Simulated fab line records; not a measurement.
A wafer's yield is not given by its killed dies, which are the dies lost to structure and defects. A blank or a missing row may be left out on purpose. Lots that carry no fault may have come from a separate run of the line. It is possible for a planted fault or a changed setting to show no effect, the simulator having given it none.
Split-lot study -- flow n5 finfet -- on a route of 1938 steps: 7 lots, 21 wafers read

## THE SPLIT ITSELF
At N5_MOL_CONTACT_COAG_ALD_131 (deposits SiO2, target thk 5 nm, pulse time 1 s, co reactant pulse time 1 s), the setting ald cycles was moved away from the recipe's 35 on 5 of the 21 wafers read, by -5.7% to +14.3%. For the rest of the wafers, this setting stayed at what the recipe calls for.

The reading is taken at the split's own step.

## THE READING
SiO2_of_MOL_CONTACT_COAG_ALD_131.thk nm (the simulator's own value, which no gauge read), in nm, at N5_MOL_CONTACT_COAG_ALD_131 (deposits SiO2, target thk 5 nm, pulse time 1 s, co reactant pulse time 1 s). There is no usual value for it anywhere in the file.

wafer,"tool, chamber at the split",ald cycles as run,against the recipe,"SiO2_of_MOL_CONTACT_COAG_ALD_131.thk nm, nm",against lot-mates on the recipe
L074.1,"ald sin-02, 1,0,0",35,recipe,5,-
L074.4,"ald sin-02, 1,0,0",35,recipe,5,-
L074.5,"ald sin-02, 1,0,0",35,recipe,5,-
L079.3,"ald sin-04, 0,3,1",35,recipe,5,-
L079.4,"ald sin-04, 0,3,1",35,recipe,5,-
L079.5,"ald sin-04, 0,3,1",35,recipe,5,-
L080.1,"ald sin-04, 2,3",35,recipe,5,-
L080.5,"ald sin-04, 2,3",35,recipe,5,-
L080.3,"ald sin-04, 3",40,+14.3%,5.8,+0.8
L082.2,"ald sin-01, 3,1",38,+8.6%,5.4,+0.4
L082.4,"ald sin-01, 3,1",38,+8.6%,5.4,+0.4
L082.6,"ald sin-01, 1",35,recipe,5,-
L083.2,"ald sin-04, 3,0,2",35,recipe,5,-
L083.4,"ald sin-04, 3,0,2",35,recipe,5,-
L083.6,"ald sin-04, 3,0,2",35,recipe,5,-
L088.2,"ald sin-01, 3",37,+5.7%,5.2,+0.2
L088.3,"ald sin-01, 1,2",35,recipe,5,-
L088.4,"ald sin-01, 1,2",35,recipe,5,-
L095.2,"ald sin-04, 0,3",35,recipe,5,-
L095.3,"ald sin-04, 0,3",35,recipe,5,-
L095.6,"ald sin-04, 3",33,-5.7%,4.8,-0.2
Rows listing several chambers each stand for several wafers; the file does not say which wafer went through which chamber.

FIT RESULTS
A straight line over all 21 wafers: SiO2_of_MOL_CONTACT_COAG_ALD_131.thk nm changes by +0.0492 nm for each +1% of ald cycles; r = +0.99; the points scatter about the line by 0.035 nm.
The same after taking each lot's own level away (the mean of its wafers on the recipe; 21 wafers): +0.0492 nm for each +1%; r = +0.99; scatter 0.035 nm.
On that fit, the largest move of ald cycles shifts the reading by 0.7 nm.
The lots' own levels span 5.00 to 5.00 nm.
Hence the lot-to-lot level has little effect on the slope; both slopes agree.
Check: for one of the wafers moved furthest among these (+14.3%), held out of the fit, the line's prediction against its lot-mates is +0.615 nm. It came out at +0.8 nm against them.

## THE OTHER SPLITS THESE WAFERS WENT THROUGH
Note: prior to the reading, these wafers also went through further splits. Each is held against what the fit with the lots' levels taken away leaves over:
other split on the same wafers,wafers away from the commonest value,r with SiO2_of_MOL_CONTACT_COAG_ALD_131.thk nm (lot level and that fit taken away)
N5_GATE_CUT_DESCUM_18 time s,11,-0.16
N5_MOL_CONTACT_COAG_EXPOSE_05 dose mj,4,+0.09

## THE FILE'S OWN FIT
SiO2_of_MOL_CONTACT_COAG_ALD_131.thk nm changes by +0.05 nm for each +1% of ald cycles, r = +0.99.
